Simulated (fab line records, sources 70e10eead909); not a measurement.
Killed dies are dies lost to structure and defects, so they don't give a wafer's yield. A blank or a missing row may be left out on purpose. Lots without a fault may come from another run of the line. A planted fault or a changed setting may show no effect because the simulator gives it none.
A struck lot beside a sound one | flow nand_harc | 19 steps out of a route of 1159
Sound: wafers L335.2, L335.5, L335.6. Struck: wafers L346.1, L346.2, L346.4. The cause comes at the end.
At each step with rows: each side's tool, then ch and its chambers, then its first start. Under that, the readings that differ: sound wafers | struck wafers | difference of the means | sigmas: that difference in standard deviations of wafers without a fault.
alike: readings whose means differ by less than 2 such deviations, and words and numbers that are the same on both sides. not compared: withheld readings, readings that some wafer has no value for, bounds like >300 that may hide the same value, and numbers for which the record gives no deviation and whose values overlap.
The two part at a step that has a row with sigmas, a row that says differs or no value, or rows on one side only. Numbers that don't overlap but have no deviation are shown without sigmas and don't part them. A reading that every wafer of one side lacks parts them only if that side has two wafers or more.

NHARC_P_ZERO_WELL_CD_MEAS_11: target cd 500 nm.
  sound on cd_sem-02 ch 0, day 2 19:15; struck on cd_sem-01 ch 0, day 5 13:15
  alike: cd_nm
then, 1 step without rows for these wafers: NHARC_P_ZERO_WELL_HARDBAKE_12 (time 65 s).
NHARC_P_ZERO_WELL_DESCUM_13: chemistry O2, time 3 s.
  sound on rie_diel-06 ch 0,1,2, day 2 19:26; struck on rie_diel-11 ch 0,2,3, day 5 13:25
  alike: drypump_motor_current_A, mfc_ar_sccm, oes_product_au, rf_vpp_V, showerhead_plenum_p_Torr, throttle_valve_pct
  not compared: rf_hours_counter_h
NHARC_P_ZERO_WELL_ETCH_65: etches the open film in N2/H2, target depth 80 nm, overetch 24 nm, time 87.88 s.
  sound on rie_diel-06 ch 0,1,3, day 2 19:50; struck on rie_diel-11 ch 0,1,3, day 5 13:29
  alike: drypump_motor_current_A, mfc_ar_sccm, oes_product_au, rf_vpp_V, showerhead_plenum_p_Torr, throttle_valve_pct
  not compared: rf_hours_counter_h
NHARC_P_ZERO_WELL_ETCH_62: etches the open film in CHF3/Ar, target depth 13 nm, time 6.5 s.
  sound on rie_diel-06 ch 1,2; struck on rie_diel-11 ch 0,1,2
  alike: drypump_motor_current_A, mfc_ar_sccm, oes_product_au, rf_vpp_V, showerhead_plenum_p_Torr, throttle_valve_pct
  not compared: rf_hours_counter_h
NHARC_P_ZERO_WELL_ETCH_63: etches the open film in HBr/Cl2, target depth 120 nm, time 40.1 s.
  sound on rie_si-03 ch 0,1, day 2 20:01; struck on rie_si-03 ch 0,1,3, day 5 13:40
  alike: drypump_motor_current_A, hbr_flow_sccm, he_backside_leak_sccm, oes_product_au, throttle_valve_pct
  not compared: rf_hours_counter_h
then, 6 steps without rows for these wafers: NHARC_P_ZERO_WELL_STRIP_15 (strips in SPM, time 900 s); NHARC_P_ZERO_WELL_DEHYDRATE_16 (time 120 s); NHARC_P_ZERO_WELL_HMDS_17 (time 30 s); NHARC_P_ZERO_WELL_COAT_18; NHARC_P_ZERO_WELL_SOFTBAKE_19 (time 95 s); NHARC_P_ZERO_WELL_EBR_20.
NHARC_P_ZERO_WELL_EXPOSE_21: exposes mask P NWELL, target cd 720 nm.
  sound on krf_scanner-04 ch 0, day 2 20:46; struck on krf_scanner-04 ch 0, day 5 14:19
  reading              | sound                | struck               | difference | sigmas
  exposure_dose_mJ_cm2 | 22.307 22.317 22.314 | 33.573 33.599 33.598 | +11.277    | +99 or more
  alike: mask
then, 2 steps without rows for these wafers: NHARC_P_ZERO_WELL_PEB_22 (peb time 85 s); NHARC_P_ZERO_WELL_DEVELOP_23 (time 70 s).
NHARC_P_ZERO_WELL_CD_MEAS_24: target cd 720 nm.
  sound on cd_sem-02 ch 0, day 2 20:56; struck on cd_sem-03 ch 0, day 5 14:28
  reading    | sound             | struck            | difference | sigmas
  cd_nm (nm) | 720.3 721.1 719.1 | 792.6 792.0 790.0 | +71.4      | +42
then, 1 step without rows for these wafers: NHARC_P_ZERO_WELL_HARDBAKE_25 (time 80 s).
NHARC_P_ZERO_WELL_DESCUM_26: chemistry O2, time 3 s.
  sound on rie_diel-10 ch 0,1,2, day 2 21:07; struck on rie_diel-10 ch 0,1,3, day 5 14:38
  reading                      | sound             | struck            | difference | sigmas
  model.P_ZERO_WELL.cd_nm (nm) | 720.5 721.4 718.9 | 792.8 792.6 790.7 | +71.8      |
  alike: drypump_motor_current_A, mfc_ar_sccm, oes_product_au, rf_vpp_V, showerhead_plenum_p_Torr, throttle_valve_pct
  not compared: rf_hours_counter_h
then, 1 step without rows for these wafers: NHARC_P_ZERO_WELL_IMPLANT_27.

WHERE THEY PART
First at NHARC_P_ZERO_WELL_EXPOSE_21; last, within this record, at NHARC_P_ZERO_WELL_CD_MEAS_24. Later steps at which nothing parts them and some readings are alike: NHARC_P_ZERO_WELL_DESCUM_26.

WHY: what the simulator had put in
Process parameter drift: krf_scanner-04, from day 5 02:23 on, at NHARC_P_ZERO_WELL_EXPOSE_21. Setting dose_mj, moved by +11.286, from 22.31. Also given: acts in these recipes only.
